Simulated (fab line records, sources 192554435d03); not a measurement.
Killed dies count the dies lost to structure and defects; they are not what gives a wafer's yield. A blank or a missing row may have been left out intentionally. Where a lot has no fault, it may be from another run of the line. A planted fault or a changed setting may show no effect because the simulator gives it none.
A struck lot beside a sound one || flow n5 finfet || 20 out of 1938 route steps
Sound: wafers L275.4, L275.5, L275.6. Struck: wafer L278.1. (L278.4, L278.5 of the same lot were not struck and are left out.) The cause comes at the end.
At each step with rows: each side's tool, then ch and its chambers, then its first start. Under that, the readings that differ: sound wafers || struck wafers || difference of the means || sigmas: that difference in standard deviations of wafers without a fault.
alike: same words and numbers on both sides, and readings whose means sit less than 2 such deviations apart. not compared: any withheld reading, any reading some wafer has no value for, any bound like >300 that may hide the same value, and any number with overlapping values for which the record gives no deviation.
Wherever a step has rows on one side only, a row that says differs or no value, or a row with sigmas, the two part there. Numbers that have no deviation but don't overlap get no sigmas and don't part them. A reading missing from all wafers of one side parts the sides only when that side holds two or more wafers.

first, 9 steps without rows for these wafers: N5_BEOL_M4_COAT_67 (time 60 s, resist thk 60 nm); N5_BEOL_M4_COAT_68 (time 60 s, resist thk 12 nm); N5_BEOL_M4_COAT_76 (time 60 s, resist thk 5 nm); N5_BEOL_M4_COAT_22 (resist thk 30 nm); N5_BEOL_M4_EBR_24; N5_BEOL_M4_SOFTBAKE_23 (time 60 s); N5_BEOL_M4_EXPOSE_25 (exposes mask V3, defocus 5 nm); N5_BEOL_M4_PEB_26 (peb time 60 s); N5_BEOL_M4_DEVELOP_27 (develop time 30 s).
N5_BEOL_M4_CD_MEAS_28: target cd 26.2 nm, target cd y 24.1 nm.
  sound on cd sem-03 ch 0, day 9 17:27; struck on cd sem-02 ch 0, day 10 17:55
  alike: cd nm
N5_BEOL_M4_OVL_MEAS_29:
  sound on overlay-02 ch 0, day 9 17:29; struck on overlay-01 ch 0, day 10 17:56
  alike: V3_OVL
N5_BEOL_M4_INSPECT_30: inspects for defects (brightfield).
  sound: defect inspect-02 at day 9 17:32; struck: defect inspect-02 at day 10 17:59
  alike: raw defect count
N5_BEOL_M4_DESCUM_33: chemistry O2, time 7 s.
  sound on rie diel-04 ch 2,3, day 9 17:34; struck on rie diel-06 ch 3, day 10 19:55
{"reading": "model.CAR-EUV_of_BEOL_M4_COAT_22.thk nm (nm)", "sound": "26 26 26", "struck": 27.6, "difference": "+1.6", "sigmas": ""}
  alike: bias power w, chamber pressure mTorr, drypump motor current A, oes product au, rf vpp V, showerhead plenum p Torr, throttle valve pct
  not compared: rf hours counter h
N5_BEOL_M4_ETCH_77: etches underlayer in N2/H2, target depth 6.5 nm, time 5.2 s.
  sound on rie diel-04 ch 2,3, day 9 17:36; struck on rie diel-06 ch 3, day 10 19:57
  alike: chamber pressure mTorr, drypump motor current A, etch rf on time s, h2 flow sccm, oes product au, rf vpp V, showerhead plenum p Torr, throttle valve pct
  not compared: rf hours counter h
N5_BEOL_M4_ETCH_69: etches SiARC in CF4, target depth 15.6 nm, time 26 s.
  sound on rie diel-04 ch 2,3, day 9 17:37; struck on rie diel-06 ch 3, day 10 19:58
  alike: chamber pressure mTorr, drypump motor current A, etch rf on time s, mfc ar sccm, oes product au, rf vpp V, showerhead plenum p Torr, throttle valve pct
  not compared: rf hours counter h
N5_BEOL_M4_ALD_98: deposits SiO2, target thk 2.5 nm, pulse time 1 s, co reactant pulse time 1 s.
  sound on ald sin-02 ch 2,3, day 9 17:44; struck on ald sin-02 ch 3, day 10 20:03
  alike: heater power w, precursor pulse height rel
N5_BEOL_M4_ETCHBACK_99: etches SiO2 in CHF3, target depth 5 nm, time 10.4 s.
  sound on rie diel-06 ch 1,2,3, day 10 12:50; struck on rie diel-06 ch 3, day 10 20:22
{"reading": "model.CAR-EUV_of_BEOL_M4_COAT_22.thk nm (nm)", "sound": "10.4 10.4 10.4", "struck": 11.8, "difference": "+1.4", "sigmas": ""}
  alike: CHF3_flow_sccm, chamber pressure mTorr, drypump motor current A, mfc ar sccm, oes_f_703_au, oes product au, rf vpp V, showerhead plenum p Torr, throttle valve pct
  not compared: rf hours counter h
N5_BEOL_M4_ETCH_70: etches SOC in N2/H2, target depth 80 nm, overetch 24 nm, time 130 s.
  sound on rie diel-06 ch 1,2,3, day 10 12:52; struck on rie diel-06 ch 3, day 10 20:25
{"reading": "h2 flow sccm (sccm)", "sound": "199.0 199.4 200.2", "struck": 200.9, "difference": "+1.4", "sigmas": "+2"}
  alike: chamber pressure mTorr, drypump motor current A, oes product au, rf vpp V, showerhead plenum p Torr, throttle valve pct
  not compared: rf hours counter h
N5_BEOL_M4_RC_MEAS_101:
  sound on prober-02 ch 0, day 10 17:59; struck on prober-02 ch 0, day 11 00:56
{"reading": "DIBL_N (mV/V)", "sound": "34.1 35.9 34.7", "struck": 38.6, "difference": "+3.7", "sigmas": "+3"}
{"reading": "IOFF_N (nA/um)", "sound": "0.121 0.144 0.136", "struck": 0.181, "difference": "+0.047", "sigmas": "+2"}
{"reading": "IOFF_P (nA/um)", "sound": "0.158 0.186 0.174", "struck": 0.230, "difference": "+0.057", "sigmas": "+2"}
{"reading": "ION_N (uA/um)", "sound": "662 664 655", "struck": 682, "difference": "+22", "sigmas": "+2"}
{"reading": "VT_N (mV)", "sound": "254.8 253.9 251.2", "struck": 248.0, "difference": -5.3, "sigmas": -2}
  alike: DIBL_P, ION_P, SS_N, SS_P, VT_P
-- record jumps: 4 days separate the struck wafers' starts on either side; left off in module BEOL_M4, taken up again in module PASSIVATION, whose first shown step is the route's number 1936 --
N5_PASSIVATION_PROBE_49:
  sound: prober-01 at day 14 23:14; struck: prober-02 at day 15 09:16
{"reading": "killed at other", "sound": "5 3 13", "struck": 1, "difference": -6, "sigmas": -2}
  alike: defect limited yield, killed_at_M0_to_M3, killed_at_M4_up, killed at contacts, killed at front end, killed dies, killed open, killed short, sort_bin_5_function, sort_bin_6_memory, sort n pass, sort yield pct

WHERE THEY PART
At N5_BEOL_M4_ETCH_70 first; at N5_PASSIVATION_PROBE_49 last (within this record only).

WHY: what had been put in by the simulator
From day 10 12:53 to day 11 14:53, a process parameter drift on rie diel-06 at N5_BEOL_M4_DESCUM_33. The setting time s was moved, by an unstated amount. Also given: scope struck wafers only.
